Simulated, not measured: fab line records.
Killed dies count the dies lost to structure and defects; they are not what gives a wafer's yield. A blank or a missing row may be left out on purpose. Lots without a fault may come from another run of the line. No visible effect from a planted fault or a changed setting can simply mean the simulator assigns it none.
Chamber matching / flow nand harc / NHARC_A_CONTACT_ETCH_88 on rie diel-01: 4 sister chambers
The step etches the open film in CF4, target depth 39 nm, time 65 s. 24 wafers are shown with their chamber, then 12 later ones without.

WAFERS PAIRED WITH THEIR CHAMBERS
wafer=L074.3; chamber=2; showerhead plenum p Torr (Torr)=1.71; drypump motor current A (A)=5.1; rf vpp V (V)=150.3
wafer=L074.4; chamber=0; showerhead plenum p Torr (Torr)=1.75; drypump motor current A (A)=5.7; rf vpp V (V)=150.4
wafer=L074.5; chamber=1; showerhead plenum p Torr (Torr)=1.84; drypump motor current A (A)=5.4; rf vpp V (V)=151.9
wafer=L077.1; chamber=1; showerhead plenum p Torr (Torr)=1.84; drypump motor current A (A)=5.4; rf vpp V (V)=153.0
wafer=L077.2; chamber=3; showerhead plenum p Torr (Torr)=1.72; drypump motor current A (A)=6.2; rf vpp V (V)=151.1
wafer=L077.5; chamber=0; showerhead plenum p Torr (Torr)=1.75; drypump motor current A (A)=5.6; rf vpp V (V)=150.1
wafer=L075.3; chamber=0; showerhead plenum p Torr (Torr)=1.75; drypump motor current A (A)=5.6; rf vpp V (V)=151.1
wafer=L075.4; chamber=2; showerhead plenum p Torr (Torr)=1.71; drypump motor current A (A)=5.1; rf vpp V (V)=150.5
wafer=L075.5; chamber=2; showerhead plenum p Torr (Torr)=1.71; drypump motor current A (A)=5.1; rf vpp V (V)=150.8
wafer=L076.1; chamber=1; showerhead plenum p Torr (Torr)=1.84; drypump motor current A (A)=5.4; rf vpp V (V)=153.1
wafer=L076.3; chamber=3; showerhead plenum p Torr (Torr)=1.72; drypump motor current A (A)=6.2; rf vpp V (V)=151.6
wafer=L076.4; chamber=0; showerhead plenum p Torr (Torr)=1.75; drypump motor current A (A)=5.7; rf vpp V (V)=151.1
wafer=L078.1; chamber=0; showerhead plenum p Torr (Torr)=1.75; drypump motor current A (A)=5.6; rf vpp V (V)=151.6
wafer=L078.2; chamber=3; showerhead plenum p Torr (Torr)=1.71; drypump motor current A (A)=6.2; rf vpp V (V)=148.5
wafer=L078.4; chamber=1; showerhead plenum p Torr (Torr)=1.84; drypump motor current A (A)=5.4; rf vpp V (V)=151.7
wafer=L080.2; chamber=3; showerhead plenum p Torr (Torr)=1.71; drypump motor current A (A)=6.2; rf vpp V (V)=151.2
wafer=L080.3; chamber=2; showerhead plenum p Torr (Torr)=1.71; drypump motor current A (A)=5.1; rf vpp V (V)=150.3
wafer=L080.5; chamber=0; showerhead plenum p Torr (Torr)=1.75; drypump motor current A (A)=5.7; rf vpp V (V)=151.2
wafer=L087.2; chamber=0; showerhead plenum p Torr (Torr)=1.75; drypump motor current A (A)=5.6; rf vpp V (V)=149.9
wafer=L087.4; chamber=2; showerhead plenum p Torr (Torr)=1.71; drypump motor current A (A)=5.1; rf vpp V (V)=149.3
wafer=L087.6; chamber=2; showerhead plenum p Torr (Torr)=1.71; drypump motor current A (A)=5.1; rf vpp V (V)=149.5
wafer=L085.2; chamber=0; showerhead plenum p Torr (Torr)=1.75; drypump motor current A (A)=5.6; rf vpp V (V)=150.9
wafer=L085.4; chamber=2; showerhead plenum p Torr (Torr)=1.71; drypump motor current A (A)=5.1; rf vpp V (V)=150.7
wafer=L085.6; chamber=0; showerhead plenum p Torr (Torr)=1.75; drypump motor current A (A)=5.7; rf vpp V (V)=152.5

SIGNATURES (averages over the wafers above)
reading=showerhead plenum p Torr; chamber 0=1.7500; chamber 1=1.8400; chamber 2=1.7100; chamber 3=1.7150; scatter within a chamber=0.00224
reading=drypump motor current A; chamber 0=5.644; chamber 1=5.400; chamber 2=5.100; chamber 3=6.200; scatter within a chamber=0.0333
reading=rf vpp V; chamber 0=150.978; chamber 1=152.425; chamber 2=150.200; chamber 3=150.600; scatter within a chamber=0.857
Rule: for each reading, subtract the chamber's mean from the wafer's reading, divide by that reading's scatter and square the result; add these up over the readings and take the root, which gives the wafer's distance from the chamber. The wafer belongs to the nearest chamber; if the next one is less than 2 further off, it can't be placed. The scatter: take each reading less its chamber's mean, square it, sum over the shown wafers, divide by the number of wafers less the number of chambers, and take the root.

WAFERS WITHOUT THEIR CHAMBER
wafer=L086.2; showerhead plenum p Torr (Torr)=1.71; drypump motor current A (A)=5.1; rf vpp V (V)=148.7
wafer=L086.3; showerhead plenum p Torr (Torr)=1.71; drypump motor current A (A)=6.2; rf vpp V (V)=150.4
wafer=L086.6; showerhead plenum p Torr (Torr)=1.71; drypump motor current A (A)=5.1; rf vpp V (V)=151.0
wafer=L093.1; showerhead plenum p Torr (Torr)=1.71; drypump motor current A (A)=5.1; rf vpp V (V)=151.3
wafer=L093.2; showerhead plenum p Torr (Torr)=1.75; drypump motor current A (A)=5.7; rf vpp V (V)=150.6
wafer=L093.5; showerhead plenum p Torr (Torr)=1.71; drypump motor current A (A)=6.2; rf vpp V (V)=150.3
wafer=L096.2; showerhead plenum p Torr (Torr)=1.83; drypump motor current A (A)=5.4; rf vpp V (V)=150.8
wafer=L096.3; showerhead plenum p Torr (Torr)=1.71; drypump motor current A (A)=5.1; rf vpp V (V)=150.6
wafer=L096.6; showerhead plenum p Torr (Torr)=1.74; drypump motor current A (A)=5.7; rf vpp V (V)=151.3
wafer=L097.2; showerhead plenum p Torr (Torr)=1.83; drypump motor current A (A)=5.4; rf vpp V (V)=152.9
wafer=L097.4; showerhead plenum p Torr (Torr)=1.74; drypump motor current A (A)=5.6; rf vpp V (V)=151.3
wafer=L097.6; showerhead plenum p Torr (Torr)=1.83; drypump motor current A (A)=5.4; rf vpp V (V)=151.7

WHICH CHAMBER EACH WENT THROUGH
wafer=L086.2; from the rows above=2; in truth=2
wafer=L086.3; from the rows above=3; in truth=3
wafer=L086.6; from the rows above=2; in truth=2
wafer=L093.1; from the rows above=2; in truth=2
wafer=L093.2; from the rows above=0; in truth=0
wafer=L093.5; from the rows above=3; in truth=3
wafer=L096.2; from the rows above=1; in truth=1
wafer=L096.3; from the rows above=2; in truth=2
wafer=L096.6; from the rows above=0; in truth=0
wafer=L097.2; from the rows above=1; in truth=1
wafer=L097.4; from the rows above=0; in truth=0
wafer=L097.6; from the rows above=1; in truth=1
Correct placement for 12 of the 12. Not placeable from these rows: 0. 0 placed wrongly.
